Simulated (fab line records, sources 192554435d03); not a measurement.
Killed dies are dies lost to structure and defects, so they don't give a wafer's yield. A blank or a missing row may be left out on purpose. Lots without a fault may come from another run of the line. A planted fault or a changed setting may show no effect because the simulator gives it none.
Chamber matching | flow n5_finfet | N5_BEOL_M6_CMP_52 on cmp-02: 4 sister chambers
The step polishes, stops on SiCOH lowk, t overpolish 6.9 s, target thk 80 nm. 18 wafers are shown with their chamber, then 9 later ones without.

WAFERS WITH THEIR CHAMBER
wafer  | chamber | motor_current_A (A) | time_to_endpoint_s (s) | barrier_field_endpoint_s (s)
L074.1 | 3       | 5.7                 | 56                     | 26.7
L074.5 | 2       | 4.7                 | 70                     | 30.4
L074.6 | 1       | 5.6                 | 61                     | 28.9
L078.4 | 2       | 4.5                 | 67                     | 29.7
L078.5 | 3       | 6.2                 | 58                     | 29.1
L078.6 | 0       | 6.0                 | 64                     | 30.3
L083.3 | 2       | 4.5                 | 66                     | 30.3
L083.4 | 1       | 5.4                 | 59                     | 28.0
L083.5 | 3       | 5.8                 | 57                     | 28.3
L090.1 | 0       | 5.9                 | 66                     | 30.5
L090.2 | 2       | 4.3                 | 71                     | 30.9
L090.6 | 0       | 5.8                 | 67                     | 30.1
L091.2 | 0       | 5.9                 | 64                     | 28.5
L091.3 | 2       | 5.0                 | 67                     | 28.3
L091.4 | 3       | 6.3                 | 61                     | 28.3
L089.2 | 1       | 5.9                 | 63                     | 28.5
L089.3 | 2       | 4.7                 | 68                     | 29.9
L089.6 | 1       | 5.4                 | 62                     | 29.1

SIGNATURES (means of the wafers above)
reading                  | chamber 0 | chamber 1 | chamber 2 | chamber 3 | scatter within a chamber
motor_current_A          | 5.900     | 5.575     | 4.617     | 6.000     | 0.229
time_to_endpoint_s       | 65.25     | 61.25     | 68.17     | 58.00     | 1.86
barrier_field_endpoint_s | 29.850    | 28.625    | 29.917    | 28.100    | 0.856
Rule: a wafer's distance from a chamber is the root of the sum, over the readings, of the square of ((its reading less the chamber's mean) divided by the reading's scatter). The wafer belongs to the nearest chamber; if the next one is less than 2 further off, it can't be placed. The scatter: the root of (the sum of the squares of (reading less its chamber's mean) over the shown wafers, divided by (wafers less chambers)).

WAFERS WITHOUT THEIR CHAMBER
wafer  | motor_current_A (A) | time_to_endpoint_s (s) | barrier_field_endpoint_s (s)
L093.1 | 5.5                 | 63                     | 28.8
L093.5 | 5.8                 | 63                     | 29.0
L093.6 | 5.8                 | 65                     | 29.5
L096.1 | 5.7                 | 63                     | 28.7
L096.3 | 5.9                 | 63                     | 29.1
L096.5 | 5.8                 | 70                     | 30.5
L094.2 | 5.4                 | 60                     | 28.5
L094.3 | 5.7                 | 66                     | 29.4
L094.5 | 6.0                 | 67                     | 28.5

WHICH CHAMBER EACH WENT THROUGH
wafer  | from the rows above          | in truth
L093.1 | can't be placed: 1 or 0      | 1
L093.5 | can't be placed: 1 or 0 or 3 | 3
L093.6 | can't be placed: 0 or 1      | 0
L096.1 | can't be placed: 1 or 0 or 3 | 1
L096.3 | can't be placed: 0 or 1 or 3 | 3
L096.5 | 0                            | 0
L094.2 | can't be placed: 1 or 3      | 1
L094.3 | can't be placed: 0 or 1      | 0
L094.5 | can't be placed: 0 or 1      | 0
Placed correctly: 1 of 9. Can't be placed from these rows: 8 (the true chamber is among the candidates in 8). Placed wrongly: 0.
